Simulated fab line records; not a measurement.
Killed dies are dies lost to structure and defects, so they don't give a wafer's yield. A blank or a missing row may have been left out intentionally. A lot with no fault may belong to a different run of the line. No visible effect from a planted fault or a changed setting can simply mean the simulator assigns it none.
Which of the tools did it? ; flow nand-harc ; Sampling: 11 lots, 33 wafers, 5 of 1302 route steps

== WHAT THE GAUGES SHOWED, per wafer ==
NHARC_A_ONON_D2_THK_MEAS_21: measures by ellipsometry.
lot;measured;on;thk-nm (nm)
L240;day 12 19:41;film-metro-01;1006 1003 1004
L241;day 13 10:12;film-metro-01;1004 1004 1004
L243;day 13 18:09;film-metro-02;1002 1001 1002
L247;day 15 20:47;film-metro-02;1004 1001 1003
L246;day 15 20:48;film-metro-01;1005 1006 1006
L248;day 16 10:44;film-metro-01;1005 1007 1003
L252;day 17 13:53;film-metro-01;991 991 993
L253;day 18 12:12;film-metro-01;1011 1011 1010
L254;day 19 02:58;film-metro-02;994 994 992
L258;day 20 14:53;film-metro-01;1000 998 999
L259;day 21 10:35;film-metro-01;1005 1006 1006

NHARC_END_SORT_01.
lot;measured;on;killed-at-array;killed-at-other;killed-at-periphery;killed-dies;killed-open;killed-short
L258;day 32 01:13;prober-01;93 100 494;2 0 0;5 1 1;100 101 495;6 6 2;1 6 0
L259;day 33 14:14;prober-02;29 498 48;1 3 6;3 6 3;33 507 57;1 5 0;1 3 4

== WHAT TOOL EACH LOT RAN ON (gives the tool, then ch and the chambers of the sampled wafers, and finally the start) ==
lot;NHARC_A_CHANNEL_HOLE_D2_ETCH_16;NHARC_A_CHANNEL_HOLE_D2_ETCH_21;NHARC_A_CHANNEL_HOLE_D2_ETCH_22
L240;rie-diel-12 ch 1,2,3, day 13 03:21;har-etch-02 ch 0,1, day 13 08:30;har-etch-02 ch 0,1, day 13 09:01
L241;rie-diel-12 ch 0,2,3, day 13 17:02;har-etch-01 ch 0,1, day 13 18:00;har-etch-01 ch 0,1, day 13 18:26
L243;rie-diel-07 ch 0,2, day 14 00:58;har-etch-02 ch 0,1, day 14 03:25;har-etch-02 ch 0,1, day 14 03:51
L247;rie-diel-07 ch 1,3, day 16 02:23;har-etch-01 ch 0,1, day 16 03:35;har-etch-01 ch 0,1, day 16 04:02
L246;rie-diel-02 ch 1,2,3, day 16 02:30;har-etch-02 ch 0,1, day 16 03:32;har-etch-02 ch 0,1, day 16 03:58
L248;rie-diel-02 ch 0,2,3, day 16 20:10;har-etch-01 ch 0,1, day 17 00:40;har-etch-01 ch 0,1, day 17 01:07
L252;rie-diel-12 ch 0,2,3, day 17 21:54;har-etch-01 ch 0,1, day 17 22:52;har-etch-01 ch 0,1, day 17 23:19
L253;rie-diel-02 ch 1,3, day 18 17:54;har-etch-02 ch 0,1, day 18 20:42;har-etch-02 ch 0,1, day 18 21:10
L254;rie-diel-12 ch 0,1, day 19 10:16;har-etch-02 ch 1, day 19 12:49;har-etch-02 ch 1, day 19 13:17
L258;rie-diel-12 ch 0,1,3, day 21 00:43;har-etch-01 ch 0,1, day 21 04:23;har-etch-01 ch 0,1, day 21 04:50
L259;rie-diel-12 ch 0,1,3, day 21 16:04;har-etch-02 ch 1, day 21 17:13;har-etch-02 ch 1, day 21 17:40
- NHARC_A_CHANNEL_HOLE_D2_ETCH_16: etches the open film in O2/COS, target depth 3100 nm, time 806 s.
- NHARC_A_CHANNEL_HOLE_D2_ETCH_21: etches the open film in C4F8/O2/Ar, time 514.3 s, target depth 1600 nm.
- NHARC_A_CHANNEL_HOLE_D2_ETCH_22: etches the open film in C4F8/O2/Ar, time 666.7 s, target depth 1600 nm.

== WHAT THE TOOLS THEMSELVES READ (means of the sampled wafers that have a number; where no wafer has one, the mark that the record gives instead) ==
NHARC_A_CHANNEL_HOLE_D2_ETCH_16.
lot;tool;drypump-motor-current-A (A);o2-flow-sccm (sccm);oes-product-au (a.u.);rf-vpp-V (V);run-length-s (s);showerhead-plenum-p-Torr (Torr);throttle-valve-pct (%)
L240;rie-diel-12;5.2;399.5;1.007;314.2;827.1;3.15;28.332
L241;rie-diel-12;5.1;400.4;1.008;315.8;827.4;3.21;28.341
L243;rie-diel-07;5.4;399.8;0.991;311.4;828.1;3.01;28.339
L247;rie-diel-07;6.0;401.5;0.997;313.3;827.3;3.09;28.334
L246;rie-diel-02;5.7;399.9;0.994;310.9;827.3;2.98;28.326
L248;rie-diel-02;5.8;400.6;1.005;313.4;827.1;3.04;28.332
L252;rie-diel-12;5.1;400.1;1.004;315.3;827.2;3.21;28.328
L253;rie-diel-02;5.7;398.9;0.996;312.7;827.4;3.00;28.338
L254;rie-diel-12;5.7;399.2;1.016;316.0;827.3;3.26;28.329
L258;rie-diel-12;5.5;399.6;1.007;314.9;762.9;3.18;28.327
L259;rie-diel-12;5.5;399.7;1.006;314.9;762.9;3.18;28.338

NHARC_A_CHANNEL_HOLE_D2_ETCH_21.
lot;tool;drypump-motor-current-A (A);o2-flow-sccm (sccm);run-length-s (s);showerhead-plenum-p-Torr (Torr);temp-c (C);throttle-valve-pct (%)
L240;har-etch-02;5.4;35.72;499.3;3.73;-20.07;32.149
L241;har-etch-01;5.6;35.74;499.3;3.65;-20.09;32.156
L243;har-etch-02;5.4;35.76;499.3;3.73;-20.07;32.146
L247;har-etch-01;5.7;35.73;499.3;3.63;-19.99;32.154
L246;har-etch-02;5.4;35.72;499.3;3.71;-20.14;32.155
L248;har-etch-01;5.1;35.75;499.3;3.65;-20.03;32.156
L252;har-etch-01;5.2;35.66;499.3;3.64;-20.04;32.149
L253;har-etch-02;5.4;35.71;499.3;3.70;-19.95;32.162
L254;har-etch-02;5.2;35.50;499.3;3.69;-20.02;32.149
L258;har-etch-01;5.6;35.76;499.3;3.59;-20.11;32.152
L259;har-etch-02;5.2;35.67;499.3;3.68;-20.03;32.160

NHARC_A_CHANNEL_HOLE_D2_ETCH_22.
lot;tool;drypump-motor-current-A (A);o2-flow-sccm (sccm);run-length-s (s);showerhead-plenum-p-Torr (Torr);temp-c (C);throttle-valve-pct (%)
L240;har-etch-02;5.4;35.72;651.7;3.73;-20.00;32.152
L241;har-etch-01;5.6;35.77;651.7;3.65;-19.95;32.152
L243;har-etch-02;5.4;35.70;651.7;3.73;-19.98;32.164
L247;har-etch-01;5.7;35.85;651.7;3.63;-19.95;32.157
L246;har-etch-02;5.4;35.72;651.7;3.71;-20.08;32.155
L248;har-etch-01;5.2;35.70;651.7;3.65;-19.99;32.151
L252;har-etch-01;5.1;35.72;651.7;3.64;-19.88;32.146
L253;har-etch-02;5.4;35.61;651.7;3.70;-20.01;32.158
L254;har-etch-02;5.2;35.64;651.7;3.69;-19.89;32.160
L258;har-etch-01;5.6;35.67;651.7;3.59;-20.06;32.159
L259;har-etch-02;5.2;35.85;651.7;3.68;-20.01;32.151

== THE ANSWER, worked out from the rows above alone ==
Rule: what is usual is taken from the lots themselves. Put in order of their means at a reading, lots are off if they are a third of the lots or fewer, leave a main group of 4 or more, and stand apart from it by a gap of 3 or more times the standard deviation of the main group's means; of several such gaps the widest counts. Not used: any main group whose means are identical at the precision the tables above print for the reading. A lot without any number at a reading at which 4 lots or more have one is off too. Any other lot the step has rows for is counted as sound. First the gauges in route order, then the tools' own readings, where a lot's mean is used as printed above. At the first step where some lot is off, the reading lying furthest off is the one used; lots without a number count as furthest.
Off: L258, L259 (NHARC_A_CHANNEL_HOLE_D2_ETCH_16, run-length-s). For the main group the mean is 827.4 s and the standard deviation 0.28.
A tool fits if, at that step or a process step before it, it ran every lot that is off, and no sound lot after the first of them. One fits: rie-diel-12 at NHARC_A_CHANNEL_HOLE_D2_ETCH_16. Its last sound lot is L254 (day 19 10:16), its first lot that is off L258 (day 21 00:43): a fault that began between those two fits.
On the lots that are off, the tool's own readings at NHARC_A_CHANNEL_HOLE_D2_ETCH_16 differ by more than 5 times the standard deviation of the sound lots' means, which bears it out; run-length-s reads 762.9 s there versus 827.4 s on the sound lots.

== WHAT THE SIMULATOR HAD PUT IN ==
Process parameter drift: rie-diel-12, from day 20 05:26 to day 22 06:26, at NHARC_A_CHANNEL_HOLE_D2_ETCH_16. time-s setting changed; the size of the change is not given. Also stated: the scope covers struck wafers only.
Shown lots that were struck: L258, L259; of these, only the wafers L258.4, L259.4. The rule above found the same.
